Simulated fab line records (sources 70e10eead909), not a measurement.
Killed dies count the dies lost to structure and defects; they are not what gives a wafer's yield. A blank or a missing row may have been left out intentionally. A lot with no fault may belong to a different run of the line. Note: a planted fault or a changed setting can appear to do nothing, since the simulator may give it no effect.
Matching of chambers	flow nand-harc	4 sister chambers for NHARC_A_CHANNEL_HOLE_D1_ETCH_44 on rie-diel-08
The step etches the open film in CF4/O2, target depth 140 nm, overetch 14 nm, time 77 s. 8 wafers are shown with their chamber, then 9 later ones without.

EACH WAFER AND ITS CHAMBER
wafer	chamber	oes-product-au (a.u.)	rf-vpp-V (V)
L081.6	2	0.987	198.4
L083.1	2	0.980	199.1
L083.6	1	0.988	199.0
L085.2	3	1.017	198.4
L085.3	1	0.989	199.0
L090.1	0	0.992	199.8
L090.3	3	1.009	199.4
L090.6	0	0.989	198.9

WAFERS MISSING THEIR CHAMBER
wafer	oes-product-au (a.u.)	rf-vpp-V (V)
L091.4	0.980	198.0
L091.5	0.981	195.9
L091.6	0.984	197.4
L092.3	0.977	197.3
L092.4	0.986	198.1
L092.6	0.988	198.4
L096.1	0.998	197.7
L096.2	0.958	198.0
L096.6	0.991	198.8

CHAMBER TAKEN BY EACH
wafer	from the rows above	in truth
L091.4	can't be placed: 2 or 1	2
L091.5	can't be placed: 2 or 1 or 0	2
L091.6	can't be placed: 2 or 1 or 0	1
L092.3	can't be placed: 2 or 1 or 0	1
L092.4	can't be placed: 2 or 1 or 0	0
L092.6	can't be placed: 1 or 2 or 0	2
L096.1	can't be placed: 1 or 0 or 2 or 3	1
L096.2	can't be placed: 2 or 1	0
L096.6	can't be placed: 1 or 0 or 2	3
Correct placement for 0 of the 9. Not placeable from these rows: 9 (in 7, the candidates include the true chamber). 0 placed wrongly.
How it was worked out, from the rows above alone: a wafer's distance from a chamber is the root of the sum, over the readings, of the square of ((its reading less the chamber's mean) divided by the reading's scatter). The wafer belongs to the nearest chamber; if the next one is less than 2 further off, it can't be placed. A chamber's mean is the mean of its shown wafers. The scatter: take each reading less its chamber's mean, square it, sum over the shown wafers, divide by the number of wafers less the number of chambers, and take the root.
